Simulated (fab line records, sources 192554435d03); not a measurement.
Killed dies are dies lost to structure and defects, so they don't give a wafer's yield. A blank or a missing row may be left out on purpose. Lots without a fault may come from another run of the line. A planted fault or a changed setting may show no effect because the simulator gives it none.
Chamber matching | flow n5_finfet | N5_BEOL_M13_ILD_DEP_00 on pecvd-02: 3 sister chambers
The step deposits SiOC from DEMS/O2, target thk 837.92 nm, time 166.4 s. 6 wafers are shown with their chamber, then 9 later ones without.

WAFERS WITH THEIR CHAMBER
wafer  | chamber | showerhead_vpp_V (V) | throttle_valve_pct (%)
L085.1 | 1       | 1360                 | 12.0
L085.2 | 2       | 1365                 | 11.7
L085.3 | 0       | 1453                 | 12.7
L091.1 | 2       | 1360                 | 11.7
L091.2 | 0       | 1454                 | 13.0
L091.6 | 1       | 1349                 | 12.1

WAFERS WITHOUT THEIR CHAMBER
wafer  | showerhead_vpp_V (V) | throttle_valve_pct (%)
L090.1 | 1461                 | 12.8
L090.3 | 1378                 | 11.7
L090.4 | 1366                 | 12.3
L096.1 | 1369                 | 12.1
L096.2 | 1478                 | 12.7
L096.5 | 1467                 | 12.9
L097.1 | 1342                 | 11.9
L097.2 | 1428                 | 12.8
L097.5 | 1477                 | 12.9

WHICH CHAMBER EACH WENT THROUGH
wafer  | from the rows above     | in truth
L090.1 | 0                       | 0
L090.3 | 2                       | 2
L090.4 | can't be placed: 1 or 2 | 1
L096.1 | can't be placed: 1 or 2 | 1
L096.2 | 0                       | 0
L096.5 | 0                       | 0
L097.1 | can't be placed: 1 or 2 | 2
L097.2 | 0                       | 0
L097.5 | 0                       | 0
Placed correctly: 6 of 9. Can't be placed from these rows: 3 (the true chamber is among the candidates in 3). Placed wrongly: 0.
How it was worked out, from the rows above alone: a wafer's distance from a chamber is the root of the sum, over the readings, of the square of ((its reading less the chamber's mean) divided by the reading's scatter). The wafer belongs to the nearest chamber; if the next one is less than 2 further off, it can't be placed. A chamber's mean is the mean of its shown wafers. The scatter: the root of (the sum of the squares of (reading less its chamber's mean) over the shown wafers, divided by (wafers less chambers)).
